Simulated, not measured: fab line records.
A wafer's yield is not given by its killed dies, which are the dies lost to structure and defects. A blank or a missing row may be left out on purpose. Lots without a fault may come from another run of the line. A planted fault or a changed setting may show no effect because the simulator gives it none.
Split-lot trial | flow n5_finfet | 21 wafers read from 7 lots, route of 1938 steps

## ABOUT THE SPLIT
At N5_BEOL_M4_COAT_22 (resist thk 30 nm), the setting spin_rpm was moved away from the recipe's 1500 rpm on 5 of the 21 wafers read, by -8.9% to +8.9%. For the rest of the wafers, this setting stayed at what the recipe calls for.

## FROM THE SPLIT TO THE READING: what the file shows between them, 7 steps
- N5_BEOL_M4_EBR_24
- N5_BEOL_M4_SOFTBAKE_23: time 60 s
- N5_BEOL_M4_EXPOSE_25: exposes mask V3, defocus 5 nm
- N5_BEOL_M4_PEB_26: peb time 60 s
- N5_BEOL_M4_DEVELOP_27: develop time 30 s
- N5_BEOL_M4_DESCUM_33: chemistry O2, time 7 s (also split here: time_s)
- N5_BEOL_M4_ETCH_77: etches underlayer in N2/H2, target depth 6.5 nm, time 5.2 s

## THE READING
CAR-EUV_of_BEOL_M4_COAT_22.thk_nm (the simulator's own value, which no gauge read), in nm, at N5_BEOL_M4_ETCH_69 (etches SiARC in CF4, target depth 15.6 nm, time 26 s). There is no usual value for it anywhere in the file. Across the 16 wafers here that went through the recipe, the average is 11.0 nm and the standard deviation 0.41 nm.

wafer  | tool, chamber at the split | spin_rpm as run, rpm | against the recipe | CAR-EUV_of_BEOL_M4_COAT_22.thk_nm, nm | against lot-mates on the recipe
L076.3 | litho_track-01, 0          | 1500                 | recipe             | 11                                    | -
L076.4 | litho_track-01, 0          | 1366                 | -8.9%              | 12.6                                  | +1.6
L076.6 | litho_track-01, 0          | 1366                 | -8.9%              | 13                                    | +2.0
L075.1 | litho_track-04, 0          | 1500                 | recipe             | 11                                    | -
L075.2 | litho_track-04, 0          | 1500                 | recipe             | 11.2                                  | -
L075.5 | litho_track-04, 0          | 1607                 | +7.1%              | 9.2                                   | -1.9
L082.1 | litho_track-02, 0          | 1500                 | recipe             | 10.4                                  | -
L082.6 | litho_track-02, 0          | 1500                 | recipe             | 10.4                                  | -
L082.4 | litho_track-02, 0          | 1500                 | recipe             | 11.2                                  | -
L084.1 | litho_track-02, 0          | 1500                 | recipe             | 10.4                                  | -
L084.3 | litho_track-02, 0          | 1500                 | recipe             | 11.2                                  | -
L084.4 | litho_track-02, 0          | 1500                 | recipe             | 10.6                                  | -
L086.2 | litho_track-01, 0          | 1500                 | recipe             | 11.2                                  | -
L086.3 | litho_track-01, 0          | 1634                 | +8.9%              | 9.8                                   | -1.4
L086.6 | litho_track-01, 0          | 1634                 | +8.9%              | 9.8                                   | -1.4
L091.3 | litho_track-04, 0          | 1500                 | recipe             | 11.8                                  | -
L091.6 | litho_track-04, 0          | 1500                 | recipe             | 11.8                                  | -
L091.4 | litho_track-04, 0          | 1500                 | recipe             | 11                                    | -
L096.1 | litho_track-01, 0          | 1500                 | recipe             | 11.2                                  | -
L096.4 | litho_track-01, 0          | 1500                 | recipe             | 11.2                                  | -
L096.5 | litho_track-01, 0          | 1500                 | recipe             | 11                                    | -

THE FIT
A straight line over all 21 wafers: CAR-EUV_of_BEOL_M4_COAT_22.thk_nm changes by -0.181 nm for each +1% of spin_rpm; r = -0.88; the points scatter about the line by 0.43 nm.
The same after taking each lot's own level away (the mean of its wafers on the recipe; 21 wafers): -0.191 nm for each +1%; r = -0.94; scatter 0.31 nm.
That fit puts the effect of the largest move of spin_rpm on the reading at 1.7 nm.
Measured against the standard deviation above, the lots' own levels, which go from 10.67 to 11.53 nm, span 2.1 times it.
The two slopes agree, so the slope changes little with the lot-to-lot level.
Check: +1.77 nm against its lot-mates is what the line predicts for one of the wafers moved furthest among these (-8.9%) when that wafer is left out of the fit. It came out at +1.6 nm against them.

## OTHER SPLITS APPLIED TO THESE WAFERS
Before the reading, these wafers also passed through other splits. Each is held against what the fit with the lots' levels taken away leaves over:
other split on the same wafers  | wafers away from the commonest value | r with CAR-EUV_of_BEOL_M4_COAT_22.thk_nm (lot level and that fit taken away)
N5_BEOL_M0_SAQP_PECVD_04 time_s | 6                                    | +0.20
N5_BEOL_M0_ETCH_138 source_w    | 5                                    | +0.02
N5_BEOL_M1_COAT_22 spin_rpm     | 7                                    | +0.31
N5_BEOL_M2_SPUTTER_94 time_s    | 7                                    | -0.01
N5_BEOL_M3_PECVD_72 temp_c      | 8                                    | +0.47
N5_BEOL_M3_COAT_73 temp_c       | 11                                   | -0.01
N5_BEOL_M4_DESCUM_33 time_s     | 8                                    | -0.63

## THE WHOLE CHAIN: every reading that the file lists as answering this split, in the file's order
step                   | what it does                                                | reading                                                                            | change (the file's fit)                                                               | r (the file's)
N5_BEOL_M4_COAT_22     | resist thk 30 nm                                            | CAR-EUV_of_BEOL_M4_COAT_22.thk_nm (the simulator's own value, which no gauge read) | -0.157 nm for each +1% of the setting                                                 | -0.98
N5_BEOL_M4_DEVELOP_27  | develop time 30 s                                           | CAR-EUV_of_BEOL_M4_COAT_22.thk_nm (the simulator's own value, which no gauge read) | -0.141 nm for each +1% of the setting                                                 | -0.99
N5_BEOL_M4_DESCUM_33   | chemistry O2, time 7 s                                      | CAR-EUV_of_BEOL_M4_COAT_22.thk_nm (the simulator's own value, which no gauge read) | -0.185 nm for each +1% of the setting                                                 | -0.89
N5_BEOL_M4_ETCH_77     | etches underlayer in N2/H2, target depth 6.5 nm, time 5.2 s | CAR-EUV_of_BEOL_M4_COAT_22.thk_nm (the simulator's own value, which no gauge read) | -0.193 nm for each +1% of the setting                                                 | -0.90
N5_BEOL_M4_ETCH_69     | etches SiARC in CF4, target depth 15.6 nm, time 26 s        | CAR-EUV_of_BEOL_M4_COAT_22.thk_nm (the simulator's own value, which no gauge read) | -0.2 nm for each +1% of the setting                                                   | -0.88
N5_BEOL_M4_ETCHBACK_99 | etches SiO2 in CHF3, target depth 5 nm, time 10.4 s         | CAR-EUV_of_BEOL_M4_COAT_22.thk_nm (the simulator's own value, which no gauge read) | -0.16 nm for each +1% of the setting, in a fit together with time_s@BEOL_M4_DESCUM_33 | 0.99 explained

## FILE'S OWN FIT
CAR-EUV_of_BEOL_M4_COAT_22.thk_nm changes by -0.2 nm for each +1% of spin_rpm, r = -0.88.
